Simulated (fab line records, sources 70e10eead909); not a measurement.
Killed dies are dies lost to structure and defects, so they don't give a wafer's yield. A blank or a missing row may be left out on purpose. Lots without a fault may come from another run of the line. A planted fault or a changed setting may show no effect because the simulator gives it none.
Problem report in the 8D (eight disciplines) form, filled by code | flow nand_harc | the parts of the form that need people (team, actions taken, sign-off) are left out

1. THE PROBLEM
killed_at_periphery at NHARC_END_SORT_01 reads a mean of 656.7 on 3 wafers of 3 lots; wafers without a fault read 2.6 with a standard deviation of 2.1. That is +99 or more standard deviations from the usual mean.
First seen on wafer L455.3, day 24 14:13, on prober-02. The record holds 7 wafers of 3 lots with a number at this step. Rule for "out", or "out of limits": more than 4 standard deviations from the usual mean. The other wafers with a number count as sound.

2. WHAT IT IS AND WHAT IT IS NOT
question                    | is                               | is not
which readings at this step | killed_at_periphery, killed_dies | killed_at_array, killed_at_other, killed_open, killed_short
which lots                  | L451, L452, L455                 | -
which wafers of those lots  | L451.4, L452.4, L455.3           | L451.1, L451.2, L452.2, L455.1
read on which gauges        | prober-02                        | -
when                        | from day 24 14:13                | up to then (1 sound wafer); but 3 sound wafers of L451, L452 came after

3. SUSPECTS, AND WHAT RULES EACH OUT
Counting: a tool at a process step up to the reading stays a suspect if it ran every lot that is out. Sound lots after the first of them don't rule it out here, since some wafers of a struck lot are sound.
- the gauge at NHARC_END_SORT_01: kept. All the wafers that are out were read on prober-02, and no step on other tools shows them out.
- ald_metal-01 at NHARC_P_CONTACT_ALD_22 (deposits TiN, target thk 3 nm, pulse time 1 s, ald cycles 150): kept. It ran every lot that is out, first L451 (day 7 08:18).
Left after counting: ald_metal-01 at NHARC_P_CONTACT_ALD_22, prober-02 at NHARC_END_SORT_01.

4. THE CAUSE (what the simulator had put in)
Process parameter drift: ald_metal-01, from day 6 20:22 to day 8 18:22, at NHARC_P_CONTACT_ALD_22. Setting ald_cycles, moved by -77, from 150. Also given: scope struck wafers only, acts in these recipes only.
Counting left 2 suspects, and this tool is among them.

5. THE CHAIN OF EFFECTS, in route order
Each row: a reading whose mean over the struck wafers that have a number lies more than 3 standard deviations from the usual. Only readings for which the record gives a usual standard deviation are gone through. hours: the time from each lot's start at the first step in this table that gives one to its start at this step, as a median over the lots. sigmas: the change in usual standard deviations.
hours | step              | reading             | usual | on struck wafers | change | sigmas
0     | NHARC_END_SORT_01 | killed_at_periphery | 2.6   | 656.7            | +654.1 | +99 or more
0     | NHARC_END_SORT_01 | killed_dies         | 31    | 677              | +646   | +59

6. WHAT WOULD HAVE CAUGHT IT SOONER
In this record the first reading out of limits at a measuring or inspecting step was taken at day 24 14:13, 426 hours after the fault began at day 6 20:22.
Of the tool readings at NHARC_P_CONTACT_ALD_22 for which the record gives a usual standard deviation, none was out on any struck wafer, so an alarm limit of 4 standard deviations on them would not have fired.
All the lots that are out (3) had begun NHARC_P_CONTACT_ALD_22 on ald_metal-01 by day 24 14:13. A hold on the tool at that time would have spared none of them.
